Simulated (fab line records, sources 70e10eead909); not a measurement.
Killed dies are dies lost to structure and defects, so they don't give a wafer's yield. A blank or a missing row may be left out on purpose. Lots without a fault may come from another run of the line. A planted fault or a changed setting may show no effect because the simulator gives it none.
One fault seen from 2 desks | flow nand_harc | each desk has only its own numbers; what lay behind them comes last

THE METROLOGY DESK
What the gauges read, lot by lot, whatever tool the lot ran on: means of the sampled wafers that have a number. A lot is out of limits, marked OUT, if its mean lies more than 4 standard deviations from the usual mean; the brackets give that distance.
Columns: A = cd_nm at NHARC_A_M0_CD_MEAS_09, usual 80.5 nm
lot  | first seen here | A
L269 | day 22 21:35    | 81.2
L270 | day 23 03:38    | 80.2
L271 | day 23 04:40    | 80.5
L272 | day 23 17:32    | 80.5
L273 | day 24 04:04    | 79.7
L274 | day 24 10:55    | 66.6 (-21) OUT
L275 | day 25 03:44    | 70.1 (-16) OUT
L276 | day 25 21:05    | 80.4
L284 | day 28 06:06    | 80.5
L286 | day 29 06:31    | 80.7
L289 | day 30 12:22    | 80.6
L291 | day 31 06:44    | 80.1
This desk's finding: out of limits on L274, L275; first on L274, day 24 10:55 (cd_nm at NHARC_A_M0_CD_MEAS_09). In limits: L269, L270, L271, L272, L273, L276, L284, L286, L289, L291.

THE TOOL OWNER'S DESK: arfi_scanner-02
The tool's own readings at NHARC_A_M0_EXPOSE_06 (exposes mask A M0, target cd 80 nm): means of the sampled wafers that have a number, for each lot that ran on this tool. A lot is out of limits, marked OUT, if its mean lies more than 4 standard deviations from the usual mean; the brackets give that distance.
Columns: A = exposure_dose_mJ_cm2 at NHARC_A_M0_EXPOSE_06, usual 83.20; B = reticle_temp_C at NHARC_A_M0_EXPOSE_06, usual 22.99 C
lot  | first seen here | A                       | B
L271 | day 23 04:32    | 83.24                   | 23.00
L273 | day 24 03:55    | 83.20                   | 23.03
L274 | day 24 10:47    | 67.63 (-99 or more) OUT | 23.08
L275 | day 25 03:36    | 70.76 (-99 or more) OUT | 23.04
This desk's finding: out of limits on L274, L275; first on L274, day 24 10:47 (exposure_dose_mJ_cm2 at NHARC_A_M0_EXPOSE_06). In limits: L271, L273.

PUT TOGETHER
The tool owner's desk could have raised an alarm at day 24 10:47, on L274, L275.
The metrology desk could have raised an alarm at day 24 10:55, on L274, L275.
Of the lots named, all ran NHARC_A_M0_EXPOSE_06 on arfi_scanner-02.

WHAT THE SIMULATOR HAD PUT IN
Process parameter drift: arfi_scanner-02, from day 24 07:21 on, at NHARC_A_M0_EXPOSE_06. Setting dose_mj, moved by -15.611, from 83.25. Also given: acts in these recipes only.
Lots struck among those shown: L274, L275.
Hours from the fault's start to each desk's first reading out of limits: the tool owner's desk, 3; the metrology desk, 4.
